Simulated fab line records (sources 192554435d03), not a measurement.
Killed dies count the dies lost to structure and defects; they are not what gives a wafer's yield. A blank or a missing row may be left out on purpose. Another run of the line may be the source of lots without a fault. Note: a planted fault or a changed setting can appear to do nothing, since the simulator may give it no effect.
What tool caused it? || flow n5 finfet || 72 wafers sampled from 24 lots at 1 step of a route of 1938

## WHAT EACH GAUGE READ, for each wafer
N5_BEOL_M0_CUTY_CD_MEAS_57: target cd 200 nm. Usual: 200.0 nm for cd nm, sd 1.1.
{"lot": "L074", "measured": "day 6 00:37", "on": "cd sem-01", "cd nm (nm)": "201.4 201.5 200.7", "flag": ""}
{"lot": "L075", "measured": "day 6 04:22", "on": "cd sem-03", "cd nm (nm)": "199.0 198.6 199.7", "flag": ""}
{"lot": "L076", "measured": "day 6 08:49", "on": "cd sem-02", "cd nm (nm)": "199.3 199.4 199.6", "flag": ""}
{"lot": "L077", "measured": "day 6 13:11", "on": "cd sem-01", "cd nm (nm)": "200.7 199.4 199.9", "flag": ""}
{"lot": "L078", "measured": "day 6 14:53", "on": "cd sem-01", "cd nm (nm)": "199.9 198.9 199.4", "flag": ""}
{"lot": "L079", "measured": "day 7 02:23", "on": "cd sem-02", "cd nm (nm)": "198.7 198.5 198.8", "flag": ""}
{"lot": "L080", "measured": "day 7 08:13", "on": "cd sem-01", "cd nm (nm)": "198.5 198.6 200.3", "flag": ""}
{"lot": "L081", "measured": "day 7 15:11", "on": "cd sem-01", "cd nm (nm)": "198.8 198.2 198.3", "flag": ""}
{"lot": "L082", "measured": "day 7 19:00", "on": "cd sem-01", "cd nm (nm)": "202.0 200.8 202.1", "flag": ""}
{"lot": "L083", "measured": "day 8 03:21", "on": "cd sem-01", "cd nm (nm)": "201.0 199.1 199.2", "flag": ""}
{"lot": "L084", "measured": "day 8 09:20", "on": "cd sem-02", "cd nm (nm)": "200.4 200.9 199.8", "flag": ""}
{"lot": "L085", "measured": "day 8 15:29", "on": "cd sem-01", "cd nm (nm)": "200.0 199.2 201.4", "flag": ""}
{"lot": "L086", "measured": "day 8 23:43", "on": "cd sem-02", "cd nm (nm)": "198.4 200.6 198.2", "flag": ""}
{"lot": "L087", "measured": "day 8 23:59", "on": "cd sem-02", "cd nm (nm)": "198.3 200.0 198.8", "flag": ""}
{"lot": "L088", "measured": "day 9 12:43", "on": "cd sem-03", "cd nm (nm)": "200.6 201.7 201.2", "flag": ""}
{"lot": "L089", "measured": "day 9 22:23", "on": "cd sem-02", "cd nm (nm)": "200.0 200.8 199.4", "flag": ""}
{"lot": "L090", "measured": "day 10 00:37", "on": "cd sem-02", "cd nm (nm)": "200.6 201.2 200.0", "flag": ""}
{"lot": "L092", "measured": "day 10 04:48", "on": "cd sem-02", "cd nm (nm)": "200.8 201.7 200.0", "flag": ""}
{"lot": "L091", "measured": "day 10 04:58", "on": "cd sem-03", "cd nm (nm)": "200.3 202.0 200.9", "flag": ""}
{"lot": "L093", "measured": "day 10 11:23", "on": "cd sem-01", "cd nm (nm)": "200.1 199.3 198.9", "flag": ""}
{"lot": "L094", "measured": "day 10 23:47", "on": "cd sem-03", "cd nm (nm)": "198.3 198.6 199.0", "flag": ""}
{"lot": "L095", "measured": "day 11 02:32", "on": "cd sem-03", "cd nm (nm)": "200.7 199.7 199.4", "flag": ""}
{"lot": "L096", "measured": "day 11 05:15", "on": "cd sem-01", "cd nm (nm)": "200.4 201.0 200.1", "flag": ""}
{"lot": "L097", "measured": "day 11 09:38", "on": "cd sem-01", "cd nm (nm)": "200.1 200.0 200.9", "flag": ""}

## WHAT TOOL EACH LOT RAN ON (gives the tool, then ch and the chambers of the sampled wafers, and finally the start)
Record: no process step prior to these readings.

## AS READ BY THE TOOLS THEMSELVES (means over the sampled wafers that have a number; for cases with no such wafer, the mark the record gives instead)
The record holds no such reading with a usual standard deviation.

## THE ANSWER, worked out from the rows above alone
Rule: lot off if the mean of its wafers having a number is beyond 3 standard deviations from the usual mean. A lot without any number at a reading at which 4 lots or more have one is off too. Where the step has rows for the other lots, those lots are counted as sound. First the gauges in route order, then the tools' own readings, where a lot's mean is used as printed above. At the first step where some lot is off, the reading lying furthest off is the one used; lots without a number count as furthest.
No lot is off on any of the readings shown, so nothing can be concluded from this.

## WHAT HAD BEEN PUT IN BY THE SIMULATOR
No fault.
